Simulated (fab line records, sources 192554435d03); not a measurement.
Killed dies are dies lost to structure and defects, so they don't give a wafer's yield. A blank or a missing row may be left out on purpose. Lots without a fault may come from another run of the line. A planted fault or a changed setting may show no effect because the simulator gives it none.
A struck lot beside a sound one | flow n5_finfet | 36 steps out of a route of 1938
Sound: wafers L245.2, L245.5, L245.6. Struck: wafers L247.3, L247.4, L247.6. The cause comes at the end.
At each step with rows: each side's tool, then ch and its chambers, then its first start. Under that, the readings that differ: sound wafers | struck wafers | difference of the means | sigmas: that difference in standard deviations of wafers without a fault.
alike: readings whose means differ by less than 2 such deviations, and words and numbers that are the same on both sides. not compared: withheld readings, readings that some wafer has no value for, bounds like >300 that may hide the same value, and numbers for which the record gives no deviation and whose values overlap.
The two part at a step that has a row with sigmas, a row that says differs or no value, or rows on one side only. Numbers that don't overlap but have no deviation are shown without sigmas and don't part them. A reading that every wafer of one side lacks parts them only if that side has two wafers or more.

first, 9 steps without rows for these wafers: N5_ILD0_PRECLEAN_10 (cleans in NF3:NH3, afs cycles 5, time 20 s, sublimation time 60 s); N5_ILD0_ALD_15 (deposits SiNx, target thk 24 nm, pulse time 1 s, ald cycles 480); N5_ILD0_CMP_12 (polishes SiNx, stops on poly-Si, t overpolish 6 s, target thk 17.67 nm); N5_SDB_HM_DEP_00 (deposits SiNx from SiH4/NH3/N2, target thk 40 nm, time 35.3 s); N5_SDB_COAT_03 (time 60 s, resist thk 100 nm); N5_SDB_COAT_04 (time 60 s, resist thk 18 nm); N5_SDB_COAT_05 (resist thk 90 nm); N5_SDB_EBR_07; N5_SDB_SOFTBAKE_06 (time 60 s).
N5_SDB_EXPOSE_08: exposes mask SDB.
  sound on arfi_scanner-03 ch 0, day 4 05:41; struck on arfi_scanner-03 ch 0, day 4 17:37
  reading                     | sound | struck         | difference | sigmas
  model.SDB.overlay_x_nm (nm) | 0 0 0 | 13.4 13.4 13.4 | +13.4      |
  alike: mask
then, 2 steps without rows for these wafers: N5_SDB_PEB_09 (peb time 60 s); N5_SDB_DEVELOP_10 (develop time 30 s).
N5_SDB_OVL_MEAS_12:
  sound on overlay-02 ch 0, day 4 05:50; struck on overlay-01 ch 0, day 4 17:45
  reading      | sound         | struck         | difference | sigmas
  SDB_OVL (nm) | -0.3 0.0 -1.3 | 12.3 13.9 13.6 | +13.8      | +18
then, 21 steps without rows for these wafers: N5_SDB_DESCUM_16 (chemistry O2, time 7.9 s); N5_SDB_ETCH_17 (etches SiARC in CF4, target depth 23.4 nm, time 39 s); N5_SDB_ETCH_18 (etches SOC in N2/H2, target depth 100 nm, overetch 20 nm, time 150 s); N5_SDB_STRIP_19 (strips in N2/H2); N5_SDB_STRIP_21 (strips in CF4); N5_SDB_HM_OPEN_20 (chemistry CH3F/O2, target SiNx, stops on poly-Si, target depth 24 nm); N5_SDB_STRIP_22 (strips in N2/H2); N5_SDB_PRECLEAN_23 (cleans in dHF, time 30 s); N5_SDB_DUMMY_REMOVE_24 (chemistry TMAH, target poly-Si, stops on SiO2, target depth 142 nm, time 57 s, rinse time 30 s); N5_SDB_ETCH_25 (etches SiO2 in C4F6/O2, target depth 10 nm, time 3.3 s); N5_SDB_CUT_ETCH_26 (etches Si in HBr/Cl2/O2, target depth 129.6 nm, bt time 20 s, time 51.8 s); N5_SDB_PRECLEAN_38 (cleans in dHF, time 10 s); N5_SDB_PRECLEAN_39 (cleans in O3/DIW, time 45 s); N5_SDB_SRD_28 (time 30 s); N5_SDB_ALD_29 (deposits SiNx, target thk 30 nm, pulse time 1 s, ald cycles 600); N5_SDB_CMP_30 (polishes, stops on poly-Si, t overpolish 1.54 s, target thk 30 nm); N5_DUMMY_REMOVAL_HM_STRIP_01 (strips SiNx in CH3F/O2, stops on poly-Si, target depth 4 nm, time 6.8 s); N5_DUMMY_REMOVAL_STRIP_10 (strips in N2/H2, time 40 s); N5_DUMMY_REMOVAL_PRECLEAN_07 (cleans in dHF, time 30 s); N5_DUMMY_REMOVAL_DUMMY_REMOVE_02 (chemistry TMAH, target poly-Si, stops on SiO2, target depth 142 nm, time 57 s, rinse time 30 s); N5_DUMMY_REMOVAL_PRECLEAN_08 (cleans in NF3:NH3, afs cycles 2, time 20 s, sublimation time 60 s).
-- the record jumps here: 4 days lie between the struck wafers' starts before and after (it left off in module DUMMY_REMOVAL and takes up again in module BEOL_M4, whose first step shown is number 1111 of the route) --
N5_BEOL_M4_RC_MEAS_101:
  sound on prober-01 ch 0, day 8 05:54; struck on prober-02 ch 0, day 8 21:19
  alike: DIBL_N, DIBL_P, IOFF_N, IOFF_P, ION_N, ION_P, SS_N, SS_P, VT_N, VT_P
-- the record jumps here: 4 days lie between the struck wafers' starts before and after (it left off in module BEOL_M4 and takes up again in module PASSIVATION, whose first step shown is number 1936 of the route) --
N5_PASSIVATION_PROBE_49:
  the record has rows for the struck wafers here (prober-02, day 12 17:49) and none for the sound ones

WHERE THEY PART
First at N5_SDB_OVL_MEAS_12; last, within this record, at N5_PASSIVATION_PROBE_49.

WHY: what the simulator had put in
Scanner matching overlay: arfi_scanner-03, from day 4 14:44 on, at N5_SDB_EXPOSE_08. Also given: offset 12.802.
